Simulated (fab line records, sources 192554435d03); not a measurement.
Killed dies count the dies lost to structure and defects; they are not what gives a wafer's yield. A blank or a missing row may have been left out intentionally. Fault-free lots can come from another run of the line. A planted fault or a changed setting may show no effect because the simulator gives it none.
A single fault, viewed from 2 desks || flow n5_finfet || what lay behind the numbers comes last; until then each desk has only its own

## METROLOGY DESK
What the gauges read, lot by lot, whatever tool the lot ran on: means of the sampled wafers that have a number. A lot is out of limits, marked OUT, if its mean lies more than 4 standard deviations from the usual mean; the brackets give that distance. Readings shown: 7 of its 10, picked as those furthest out on some lot.
Columns: A = DIBL_N at N5_BEOL_M4_RC_MEAS_101, usual 36.0 mV/V; B = DIBL_P at N5_BEOL_M4_RC_MEAS_101, usual 36.0 mV/V; C = IOFF_N at N5_BEOL_M4_RC_MEAS_101, usual 0.156 nA/um; D = IOFF_P at N5_BEOL_M4_RC_MEAS_101, usual 0.21 nA/um; E = SS_N at N5_BEOL_M4_RC_MEAS_101, usual 71.4 mV/dec; F = SS_P at N5_BEOL_M4_RC_MEAS_101, usual 73.3 mV/dec; G = VT_P at N5_BEOL_M4_RC_MEAS_101, usual -250 mV
{"lot": "L552", "first seen here": "day 9 11:30", "A": 37.2, "B": 36.5, "C": 0.161, "D": 0.22, "E": 71.4, "F": 73.9, "G": -250}
{"lot": "L554", "first seen here": "day 9 15:53", "A": 36.7, "B": 35.4, "C": 0.164, "D": 0.21, "E": 71.6, "F": 74.0, "G": -250}
{"lot": "L553", "first seen here": "day 9 17:38", "A": 36.9, "B": 35.7, "C": 0.160, "D": 0.20, "E": 72.2, "F": 73.1, "G": -252}
{"lot": "L562", "first seen here": "day 11 22:49", "A": 38.8, "B": 40.9, "C": 0.206, "D": 0.28, "E": 71.6, "F": 74.4, "G": -247}
Result from this desk: across the 4 lots, nothing is out of limits.

## AT THE TOOL OWNER'S DESK: litho_track-03
The tool's own readings at N5_MOL_CONTACT_COAG_COAT_34 (resist thk 40 nm): means of the sampled wafers that have a number, for each lot that ran on this tool. A lot is out of limits, marked OUT, if its mean lies more than 4 standard deviations from the usual mean; the brackets give that distance.
Columns: A = spin_speed_rpm at N5_MOL_CONTACT_COAG_COAT_34, usual 1500.1 rpm
{"lot": "L552", "first seen here": "day 6 16:18", "A": 1499.3}
{"lot": "L553", "first seen here": "day 7 04:04", "A": "1454.1 (-48) OUT"}
{"lot": "L554", "first seen here": "day 7 07:42", "A": "1454.9 (-47) OUT"}
This desk's verdict: out of limits on L553, L554, starting with L553 at day 7 04:04 (spin_speed_rpm at N5_MOL_CONTACT_COAG_COAT_34). L552: within limits.

## PUT TOGETHER
On L553, L554, at day 7 04:04, an alarm was possible from the tool owner's desk.
The metrology desk saw nothing out of limits.
The metrology desk has L553, L554 on record, within its limits.
All the named lots went through N5_MOL_CONTACT_COAG_COAT_34 on litho_track-03.

## WHAT THE SIMULATOR HAD PUT IN
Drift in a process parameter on litho_track-03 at N5_MOL_CONTACT_COAG_COAT_34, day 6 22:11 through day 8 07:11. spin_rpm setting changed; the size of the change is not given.
Lots struck among those shown: L553, L554.
Each desk's first reading out of limits, in hours after the fault started: the tool owner's desk, 6.
